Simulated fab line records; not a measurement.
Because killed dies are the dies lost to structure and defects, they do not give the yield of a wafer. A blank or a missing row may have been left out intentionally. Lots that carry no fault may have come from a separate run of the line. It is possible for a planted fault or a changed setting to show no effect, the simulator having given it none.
The tool behind it: which one?	flow n5-finfet	66 wafers from 22 lots sampled at 6 of the route's 1938 steps

WHAT THE GAUGES SHOWED, per wafer
Not one reading of a measure or inspect step in the record can be checked against a usual standard deviation.

WHAT TOOL EACH LOT RAN ON (gives the tool, then ch and the chambers of the sampled wafers, and finally the start)
lot	N5_BEOL_M1_HM_OPEN_17	N5_BEOL_M1_DESCUM_33	N5_BEOL_M1_TRENCH_ETCH_37	N5_BEOL_M1_ETCH_41	N5_BEOL_M1_SPUTTER_48	N5_BEOL_M1_ANNEAL_49
L074	rie-metal-02 ch 0,1, day 6 02:44	rie-diel-01 ch 0,3, day 6 03:47	rie-diel-03 ch 0,2,3, day 6 08:36 or earlier	rie-diel-03 ch 0,2,3, day 6 08:36 or earlier	pvd-sputter-01, day 6 08:36	pvd-sputter-01, day 6 08:41
L075	rie-metal-02 ch 0, day 6 06:47	rie-diel-03 ch 0,1,2, day 6 07:25	rie-diel-03 ch 0,2,3, day 6 10:05 or earlier	rie-diel-03 ch 0,2,3, day 6 10:05 or earlier	pvd-sputter-03, day 6 10:05	pvd-sputter-03, day 6 10:10
L076	rie-metal-03 ch 0,1, day 6 16:42	rie-diel-03 ch 1,2,3, day 6 17:30	rie-diel-04 ch 0,2,3, day 6 20:16 or earlier	rie-diel-04 ch 0,2,3, day 6 20:16 or earlier	pvd-sputter-03, day 6 20:16	pvd-sputter-03, day 6 20:20
L078	rie-metal-02 ch 1, day 7 04:53	rie-diel-01 ch 1,2,3, day 7 05:36	rie-diel-04 ch 0,1,3, day 7 11:17 or earlier	rie-diel-04 ch 0,1,3, day 7 11:17 or earlier	pvd-sputter-03, day 7 11:17	pvd-sputter-03, day 7 11:22
L079	rie-metal-02 ch 1, day 7 10:27	rie-diel-04 ch 1,3, day 7 11:17	rie-diel-01 ch 0,2,3, day 7 15:43 or earlier	rie-diel-01 ch 0,2,3, day 7 15:43 or earlier	pvd-sputter-01, day 7 15:43	pvd-sputter-01, day 7 15:47
L080	rie-metal-02 ch 0,1, day 7 15:34	rie-diel-03 ch 0,1,3, day 7 16:10	rie-diel-04 ch 0,1,3, day 7 18:24 or earlier	rie-diel-04 ch 0,1,3, day 7 18:24 or earlier	pvd-sputter-03, day 7 18:24	pvd-sputter-03, day 7 18:29
L081	rie-metal-01 ch 0,1, day 7 18:52	rie-diel-04 ch 0,2,3, day 7 19:29	rie-diel-04 ch 1,2,3, day 7 21:49 or earlier	rie-diel-04 ch 1,2,3, day 7 21:49 or earlier	pvd-sputter-01, day 7 21:49	pvd-sputter-01, day 7 21:53
L082	rie-metal-02 ch 0,1, day 8 06:17	rie-diel-03 ch 0,1, day 8 06:55	rie-diel-01 ch 1,2, day 8 11:40 or earlier	rie-diel-01 ch 1,2, day 8 11:40 or earlier	pvd-sputter-01, day 8 11:40	pvd-sputter-01, day 8 11:46
L083	rie-metal-02 ch 0,1, day 8 06:38	rie-diel-04 ch 0,1,3, day 8 07:22	rie-diel-01 ch 0,1,2, day 8 19:37 or earlier	rie-diel-01 ch 0,1,2, day 8 19:37 or earlier	pvd-sputter-03, day 8 19:37	pvd-sputter-03, day 8 19:41
L084	rie-metal-03 ch 0,1, day 8 17:15	rie-diel-01 ch 1,2, day 8 18:04	rie-diel-03 ch 0,1,3, day 9 02:29 or earlier	rie-diel-03 ch 0,1,3, day 9 02:29 or earlier	pvd-sputter-01, day 9 02:29	pvd-sputter-01, day 9 02:35
L085	rie-metal-01 ch 1, day 9 02:17	rie-diel-01 ch 0,1,2, day 9 03:01	rie-diel-04 ch 0,1, day 9 07:03 or earlier	rie-diel-04 ch 0,1, day 9 07:03 or earlier	pvd-sputter-02, day 9 07:03	pvd-sputter-02, day 9 07:08
L087	rie-metal-03 ch 0,1, day 9 09:47	rie-diel-01 ch 0,3, day 9 10:30	rie-diel-01 ch 1,2, day 9 13:12 or earlier	rie-diel-01 ch 1,2, day 9 13:12 or earlier	pvd-sputter-01, day 9 13:12	pvd-sputter-01, day 9 13:17
L086	rie-metal-01 ch 1, day 9 10:31	rie-diel-01 ch 1,3, day 9 11:14	rie-diel-01 ch 0,2,3, day 9 22:47 or earlier	rie-diel-01 ch 0,2,3, day 9 22:47 or earlier	pvd-sputter-03, day 9 22:47	pvd-sputter-03, day 9 22:52
L088	rie-metal-01 ch 1, day 9 19:58	rie-diel-01 ch 0,1,2, day 9 20:37	rie-diel-04 ch 0,1, day 10 20:09 or earlier	rie-diel-04 ch 0,1, day 10 20:09 or earlier	pvd-sputter-03, day 10 20:09	pvd-sputter-03, day 10 20:14
L089	rie-metal-02 ch 0,1, day 9 23:27	rie-diel-03 ch 0,1,2, day 10 00:35	rie-diel-01 ch 0,3, day 10 03:05 or earlier	rie-diel-01 ch 0,3, day 10 03:05 or earlier	pvd-sputter-03, day 10 03:05	pvd-sputter-03, day 10 03:10
L090	rie-metal-03 ch 0,1, day 10 06:24	rie-diel-03 ch 2,3, day 10 07:04	rie-diel-03 ch 0,3, day 10 23:08 or earlier	rie-diel-03 ch 0,3, day 10 23:08 or earlier	pvd-sputter-03, day 10 23:08	pvd-sputter-03, day 10 23:13
L091	rie-metal-01 ch 0,1, day 10 06:35	rie-diel-01 ch 0,1,3, day 10 07:12	rie-diel-01 ch 1,2, day 10 16:37 or earlier	rie-diel-01 ch 1,2, day 10 16:37 or earlier	pvd-sputter-02, day 10 16:37	pvd-sputter-02, day 10 16:42
L092	rie-metal-01 ch 0,1, day 10 10:45	rie-diel-04 ch 0,1,3, day 10 11:38	rie-diel-03 ch 0,1,2, day 11 01:40 or earlier	rie-diel-03 ch 0,1,2, day 11 01:40 or earlier	pvd-sputter-01, day 11 01:40	pvd-sputter-01, day 11 01:45
L093	rie-metal-01 ch 0,1, day 10 20:11	rie-diel-03 ch 0,3, day 10 20:56	rie-diel-03 ch 0,2,3, day 11 15:50 or earlier	rie-diel-03 ch 0,2,3, day 11 15:50 or earlier	pvd-sputter-03, day 11 15:50	pvd-sputter-03, day 11 15:55
L094	rie-metal-02 ch 0,1, day 11 01:43	rie-diel-01 ch 0,3, day 11 02:21	rie-diel-01 ch 0,1,3, day 12 01:17 or earlier	rie-diel-01 ch 0,1,3, day 12 01:17 or earlier	pvd-sputter-03, day 12 01:17	pvd-sputter-03, day 12 01:22
L096	rie-metal-03 ch 0,1, day 11 18:40	rie-diel-03 ch 0,1,2, day 11 19:27	rie-diel-03 ch 0,1,3, day 12 08:26 or earlier	rie-diel-03 ch 0,1,3, day 12 08:26 or earlier	pvd-sputter-02, day 12 08:26	pvd-sputter-02, day 12 08:31
L097	rie-metal-01 ch 1, day 12 04:10	rie-diel-03 ch 0,1,2, day 12 05:02	rie-diel-03 ch 0,1,3, day 12 15:38 or earlier	rie-diel-03 ch 0,1,3, day 12 15:38 or earlier	pvd-sputter-01, day 12 15:38	pvd-sputter-01, day 12 15:43
- N5_BEOL_M1_HM_OPEN_17: chemistry Cl2/BCl3, target TiN, target depth 20 nm, overetch 6 nm.
- N5_BEOL_M1_DESCUM_33: chemistry O2, time 7 s.
- N5_BEOL_M1_TRENCH_ETCH_37: etches SiOC in C4F6/O2, target depth 55.207 nm, time 29 s.
- N5_BEOL_M1_ETCH_41: etches SiCN in CH3F/O2, target depth 31.9 nm, time 57.8 s.
- N5_BEOL_M1_SPUTTER_48: material Cu, target thk 4.5 nm, time 8.29 s.
- N5_BEOL_M1_ANNEAL_49: time 240 s.

WHAT THE TOOLS THEMSELVES READ (means of the sampled wafers that have a number; where no wafer has one, the mark that the record gives instead)
N5_BEOL_M1_HM_OPEN_17. Usual: bcl3-flow-sccm 21.76 sccm, standard deviation 0.064; drypump-motor-current-A 5.7 A, standard deviation 0.34; oes-product-au 0.60 a.u., standard deviation 0.076; throttle-valve-pct 22.27 %, standard deviation 0.13.
lot	tool	bcl3-flow-sccm (sccm)	drypump-motor-current-A (A)	oes-product-au (a.u.)	throttle-valve-pct (%)	flag
L074	rie-metal-02	21.77	5.5	0.57	22.42	
L075	rie-metal-02	21.78	5.7	0.55	22.44	
L076	rie-metal-03	21.73	6.1	0.64	22.12	
L078	rie-metal-02	21.76	5.2	0.60	22.37	
L079	rie-metal-02	21.81	5.3	0.59	22.39	
L080	rie-metal-02	21.71	5.4	0.57	22.42	
L081	rie-metal-01	21.74	5.7	0.55	22.22	
L082	rie-metal-02	21.77	5.5	0.57	22.41	
L083	rie-metal-02	21.77	5.4	0.58	22.41	
L084	rie-metal-03	21.75	6.3	0.61	22.18	
L085	rie-metal-01	21.67	5.7	0.55	22.15	
L087	rie-metal-03	21.71	6.1	0.63	22.15	
L086	rie-metal-01	21.81	5.7	0.56	22.14	
L088	rie-metal-01	21.76	5.7	0.56	22.12	
L089	rie-metal-02	21.73	5.4	0.57	22.42	
L090	rie-metal-03	21.72	6.3	0.60	22.20	
L091	rie-metal-01	21.75	5.6	0.66	22.16	
L092	rie-metal-01	21.80	5.7	0.65	22.17	
L093	rie-metal-01	21.79	5.7	0.64	22.17	
L094	rie-metal-02	21.69	5.5	0.55	22.44	
L096	rie-metal-03	21.78	6.1	0.62	22.14	
L097	rie-metal-01	21.72	5.7	0.55	22.15	

N5_BEOL_M1_DESCUM_33. Usual: bias-power-w 19.99 W, standard deviation 0.058; drypump-motor-current-A 5.8 A, standard deviation 0.52; o2-flow-sccm 224.8 sccm, standard deviation 0.6; oes-product-au 0.76 a.u., standard deviation 0.071; rf-vpp-V 243.1 V, standard deviation 1.3; showerhead-plenum-p-Torr 2.10 Torr, standard deviation 0.071; throttle-valve-pct 20.51 %, standard deviation 0.26.
lot	tool	bias-power-w (W)	drypump-motor-current-A (A)	o2-flow-sccm (sccm)	oes-product-au (a.u.)	rf-vpp-V (V)	showerhead-plenum-p-Torr (Torr)	throttle-valve-pct (%)	flag
L074	rie-diel-01	20.06	6.2	224.4	0.71	243.3	2.10	20.29	
L075	rie-diel-03	20.02	5.3	224.4	0.75	243.6	2.16	20.78	
L076	rie-diel-03	19.99	5.7	224.4	0.80	244.1	2.14	20.64	
L078	rie-diel-01	20.01	6.0	224.3	0.75	243.8	2.11	20.43	
L079	rie-diel-04	19.99	6.0	224.8	0.77	242.8	2.05	20.55	
L080	rie-diel-03	19.93	5.8	225.0	0.77	243.2	2.11	20.64	
L081	rie-diel-04	19.98	5.7	225.0	0.72	243.2	2.10	20.44	
L082	rie-diel-03	19.97	5.7	224.6	0.73	244.5	2.15	20.74	
L083	rie-diel-04	19.98	6.0	224.6	0.74	243.7	2.08	20.49	
L084	rie-diel-01	19.94	5.9	224.7	0.75	243.2	2.10	20.51	
L085	rie-diel-01	20.06	6.0	224.9	0.81	242.6	2.06	20.34	
L087	rie-diel-01	20.03	6.2	224.2	0.81	243.6	2.14	20.16	
L086	rie-diel-01	19.96	6.2	225.0	0.72	242.5	2.05	20.47	
L088	rie-diel-01	20.05	6.0	224.9	0.80	242.0	2.06	20.35	
L089	rie-diel-03	19.95	5.3	225.7	0.74	242.8	2.16	20.81	
L090	rie-diel-03	19.96	5.3	225.0	0.79	243.4	2.14	20.74	
L091	rie-diel-01	19.98	6.2	225.7	0.79	243.1	2.07	20.27	
L092	rie-diel-04	19.97	6.0	224.1	0.74	242.9	2.07	20.51	
L093	rie-diel-03	19.91	5.9	224.6	0.79	241.2	2.06	20.57	
L094	rie-diel-01	19.96	6.1	224.8	0.86	243.3	2.09	20.09	
L096	rie-diel-03	19.97	5.3	224.8	0.73	243.7	2.15	20.83	
L097	rie-diel-03	20.04	5.3	225.2	0.72	243.1	2.15	20.84	

N5_BEOL_M1_TRENCH_ETCH_37. Usual: drypump-motor-current-A 5.8 A, standard deviation 0.51; oes-product-au 0.76 a.u., standard deviation 0.069; rf-vpp-V 669 V, standard deviation 10; showerhead-plenum-p-Torr 2.85 Torr, standard deviation 0.092; throttle-valve-pct 21.00 %, standard deviation 0.24.
lot	tool	drypump-motor-current-A (A)	oes-product-au (a.u.)	rf-vpp-V (V)	showerhead-plenum-p-Torr (Torr)	throttle-valve-pct (%)	flag
L074	rie-diel-03	5.4	0.79	664	2.87	21.09	
L075	rie-diel-03	5.4	0.79	664	2.87	21.07	
L076	rie-diel-04	5.7	0.72	676	2.88	20.98	
L078	rie-diel-04	6.0	0.75	676	2.85	21.01	
L079	rie-diel-01	6.0	0.73	666	2.91	20.83	
L080	rie-diel-04	6.0	0.74	676	2.85	21.00	
L081	rie-diel-04	5.8	0.74	671	2.80	21.09	
L082	rie-diel-01	5.9	0.74	657	2.89	21.09	
L083	rie-diel-01	6.0	0.81	667	2.83	20.86	
L084	rie-diel-03	5.8	0.78	669	2.86	21.01	
L085	rie-diel-04	6.0	0.76	672	2.81	21.04	
L087	rie-diel-01	5.9	0.74	657	2.88	21.11	
L086	rie-diel-01	6.0	0.81	665	2.91	20.73	
L088	rie-diel-04	6.0	0.74	672	2.80	21.05	
L089	rie-diel-01	6.2	0.81	671	2.90	20.59	
L090	rie-diel-03	5.5	0.75	659	2.83	21.12	
L091	rie-diel-01	6.0	0.71	663	2.80	21.11	
L092	rie-diel-03	5.3	0.73	669	2.92	21.21	
L093	rie-diel-03	5.4	0.76	664	2.86	21.13	
L094	rie-diel-01	6.2	0.77	672	2.82	20.74	
L096	rie-diel-03	5.8	0.75	668	2.85	21.05	
L097	rie-diel-03	5.8	0.75	668	2.85	21.06	

N5_BEOL_M1_ETCH_41. Usual: drypump-motor-current-A 5.8 A, standard deviation 0.5; oes-product-au 0.76 a.u., standard deviation 0.069; rf-vpp-V 297.1 V, standard deviation 1.6; showerhead-plenum-p-Torr 2.01 Torr, standard deviation 0.067; throttle-valve-pct 16.45 %, standard deviation 0.23.
lot	tool	drypump-motor-current-A (A)	oes-product-au (a.u.)	rf-vpp-V (V)	showerhead-plenum-p-Torr (Torr)	throttle-valve-pct (%)	flag
L074	rie-diel-03	5.4	0.80	296.6	2.02	16.50	
L075	rie-diel-03	5.4	0.79	297.4	2.02	16.51	
L076	rie-diel-04	5.7	0.72	297.4	2.02	16.45	
L078	rie-diel-04	6.0	0.74	297.2	2.00	16.46	
L079	rie-diel-01	6.0	0.74	297.6	2.05	16.31	
L080	rie-diel-04	6.0	0.75	296.5	2.00	16.47	
L081	rie-diel-04	5.7	0.74	296.1	1.97	16.56	
L082	rie-diel-01	5.9	0.74	297.7	2.03	16.53	
L083	rie-diel-01	6.1	0.80	297.0	1.99	16.31	
L084	rie-diel-03	5.8	0.77	298.6	2.01	16.48	
L085	rie-diel-04	6.0	0.75	296.9	1.97	16.51	
L087	rie-diel-01	5.9	0.73	297.9	2.02	16.54	
L086	rie-diel-01	6.0	0.81	296.2	2.04	16.17	
L088	rie-diel-04	6.0	0.73	296.7	1.97	16.53	
L089	rie-diel-01	6.2	0.81	299.2	2.04	16.04	
L090	rie-diel-03	5.4	0.77	296.7	1.99	16.54	
L091	rie-diel-01	6.1	0.71	295.9	1.96	16.55	
L092	rie-diel-03	5.3	0.72	298.0	2.05	16.67	
L093	rie-diel-03	5.4	0.75	296.4	2.01	16.57	
L094	rie-diel-01	6.2	0.76	296.4	1.98	16.21	
L096	rie-diel-03	5.8	0.75	296.7	2.00	16.52	
L097	rie-diel-03	5.8	0.75	297.5	2.00	16.51	

N5_BEOL_M1_SPUTTER_48. Usual: susceptor-temp-C -20.00 C, standard deviation 0.11; throttle-valve-pct 30.0 %, standard deviation 1.
lot	tool	susceptor-temp-C (C)	throttle-valve-pct (%)	flag
L074	pvd-sputter-01	-19.91	29.6	
L075	pvd-sputter-03	-19.99	30.1	
L076	pvd-sputter-03	-19.91	30.2	
L078	pvd-sputter-03	-19.95	29.7	
L079	pvd-sputter-01	-19.98	30.2	
L080	pvd-sputter-03	-20.06	30.1	
L081	pvd-sputter-01	-19.92	29.7	
L082	pvd-sputter-01	-20.08	30.0	
L083	pvd-sputter-03	-20.01	29.7	
L084	pvd-sputter-01	-19.98	30.8	
L085	pvd-sputter-02	-20.06	30.4	
L087	pvd-sputter-01	-19.84	30.2	
L086	pvd-sputter-03	-19.91	29.4	
L088	pvd-sputter-03	-20.04	30.3	
L089	pvd-sputter-03	-19.88	29.8	
L090	pvd-sputter-03	-19.95	30.3	
L091	pvd-sputter-02	-20.06	30.2	
L092	pvd-sputter-01	-20.03	30.0	
L093	pvd-sputter-03	-20.04	29.9	
L094	pvd-sputter-03	-20.00	29.4	
L096	pvd-sputter-02	-20.03	30.4	
L097	pvd-sputter-01	-20.08	29.5	

N5_BEOL_M1_ANNEAL_49. Usual: heater-power-w 848 W, standard deviation 81; susceptor-temp-C 399.98 C, standard deviation 0.23.
lot	tool	heater-power-w (W)	susceptor-temp-C (C)	flag
L074	pvd-sputter-01	935	400.20	
L075	pvd-sputter-03	788	400.00	
L076	pvd-sputter-03	799	400.14	
L078	pvd-sputter-03	809	400.06	
L079	pvd-sputter-01	889	400.08	
L080	pvd-sputter-03	795	400.07	
L081	pvd-sputter-01	927	400.08	
L082	pvd-sputter-01	895	399.90	
L083	pvd-sputter-03	821	399.96	
L084	pvd-sputter-01	863	399.96	
L085	pvd-sputter-02	875	399.91	
L087	pvd-sputter-01	891	399.75	
L086	pvd-sputter-03	837	399.92	
L088	pvd-sputter-03	794	400.10	
L089	pvd-sputter-03	833	399.77	
L090	pvd-sputter-03	795	399.80	
L091	pvd-sputter-02	776	400.24	
L092	pvd-sputter-01	913	400.03	
L093	pvd-sputter-03	804	399.86	
L094	pvd-sputter-03	822	400.14	
L096	pvd-sputter-02	772	399.92	
L097	pvd-sputter-01	941	399.71	

THE ANSWER, worked out from the rows above alone
Rule: a lot is off if the mean of its wafers that have a number lies more than 3 standard deviations from the usual mean. Also off: a lot with no number at a reading for which 4 or more lots have one. Any other lot the step has rows for is counted as sound. First the gauges in route order, then the tools' own readings, where a lot's mean is used as printed above. The first step at which some lot is off is used, and at that step the reading that is off furthest; a lot without a number counts as furthest.
None of the lots is off at any reading shown; this tells nothing.

WHAT HAD BEEN PUT IN BY THE SIMULATOR
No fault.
